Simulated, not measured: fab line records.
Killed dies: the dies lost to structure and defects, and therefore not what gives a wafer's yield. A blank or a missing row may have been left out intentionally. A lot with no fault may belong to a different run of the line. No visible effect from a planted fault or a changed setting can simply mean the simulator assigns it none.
Problem report in the 8D (eight disciplines) form, filled by code	flow nandHarc	the parts of the form that need people (team, actions taken, sign-off) are left out

== 1. WHAT WENT WRONG ==
Wafers without a fault read 37.01, standard deviation 0.043; exposureDoseMJCm2 at NHARC_P_BONDPAD_EXPOSE_06 reads a mean of 35.16 on 9 wafers belonging to 3 lots. That is -43 standard deviations from the usual mean.
The step: exposes mask P BPAD.
First observed at day 13 22:38: wafer L984.2, on krfScanner-03. Wafers with a number at this step in the record: 39, from 13 lots. By rule, "out" or "out of limits" means more than 4 standard deviations away from the usual mean. The other wafers with a number count as sound.

== 2. WHAT IT IS; WHAT IT IS NOT ==
question	is	is not
which readings at this step	exposureDoseMJCm2	-
which lots	L984, L986, L987	L969, L970, L971, L972, L974, L975, L976, L977, L980, L985
which wafers of those lots	all that have a number	-
read on which tools	krfScanner-03	krfScanner-01, krfScanner-04
when	from day 13 22:38	up to then (27 sound wafers); but 3 sound wafers of L985 came after

== 3. THE SUSPECTS, EACH WITH WHAT RULES IT OUT ==
Counting: a tool stays on the suspect list if, at a process step up to the reading, it processed all lots that are out and no sound lot following the first of them.
- krfScanner-03 at NHARC_P_BONDPAD_EXPOSE_06 (exposes mask P BPAD): kept. It ran every lot that is out, first L984 (day 13 22:38), and no sound lot after that; its last sound lot up to then is L980 (day 11 23:16). Its own readings are out on those wafers: exposureDoseMJCm2.
The count leaves krfScanner-03 at NHARC_P_BONDPAD_EXPOSE_06.

== 4. THE CAUSE (what the simulator had put in) ==
Drift in process parameters on krfScanner-03 at NHARC_P_BONDPAD_EXPOSE_06, starting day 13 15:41. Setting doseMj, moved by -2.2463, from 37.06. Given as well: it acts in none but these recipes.
Counting left only this tool.

== 5. THE EFFECT CHAIN, in route order ==
Rows list readings where the struck wafers' mean (over those with a number) sits beyond 3 standard deviations from the usual. Only readings whose record carries a usual standard deviation are examined. hours: median over the lots of the time between each lot's start at the first step of this table that gives one and its start at this step. sigmas: the change, counted in usual standard deviations.
hours	step	reading	usual	on struck wafers	change	sigmas
0	NHARC_P_BONDPAD_EXPOSE_06	exposureDoseMJCm2	37.01	35.16	-1.85	-43
Its process steps:
- NHARC_P_BONDPAD_EXPOSE_06: exposes mask P BPAD.

== 6. HOW IT WOULD HAVE BEEN CAUGHT EARLIER ==
7 hours passed between the start of the fault at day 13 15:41 and the first reading out of limits in this record, taken at day 13 22:38.
